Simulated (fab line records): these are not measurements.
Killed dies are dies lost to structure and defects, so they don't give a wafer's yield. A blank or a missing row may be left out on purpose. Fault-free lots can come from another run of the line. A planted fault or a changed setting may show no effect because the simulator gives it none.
Chamber matching ; flow nandHarc ; NHARC_A_CONTACT_ETCH_110 on rieDiel-04: 4 sister chambers
The step etches the open film in CF4/O2, target depth 60 nm, overetch 6 nm, time 33 s. 4 wafers are shown with their chamber, then 8 later ones without.

WAFERS, EACH WITH ITS CHAMBER
wafer;chamber;showerheadPlenumPTorr (Torr)
L810.4;2;1.38
L810.5;3;1.36
L814.5;1;1.33
L819.1;0;1.38

WAFERS MISSING THEIR CHAMBER
wafer;showerheadPlenumPTorr (Torr)
L819.4;1.32
L819.5;1.38
L821.1;1.38
L821.5;1.35
L821.6;1.38
L822.1;1.32
L822.3;1.35
L822.4;1.38

WHICH CHAMBER EACH ONE RAN IN
wafer;from the rows above;in truth
L819.4;1;1
L819.5;can't be placed: 0 or 2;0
L821.1;can't be placed: 0 or 2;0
L821.5;can't be placed: 3 or 1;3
L821.6;can't be placed: 0 or 2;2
L822.1;1;1
L822.3;can't be placed: 3 or 1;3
L822.4;can't be placed: 0 or 2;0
Correct placement for 2 of the 8. From these rows, 6 cannot be placed; in 6 the true chamber is one of the candidates. Wrongly placed: 0.
How it was worked out, from the rows above alone: a wafer's distance from a chamber is the root of the sum, over the readings, of the square of ((its reading less the chamber's mean) divided by the reading's scatter). If the next closest chamber is less than 2 further off than the closest, the wafer can't be placed; otherwise it belongs to the closest. Each chamber's mean is taken over the wafers shown for it. The scatter: with one shown wafer a chamber, the root of the mean of the squares of how far each hidden wafer lies from its nearest shown one.
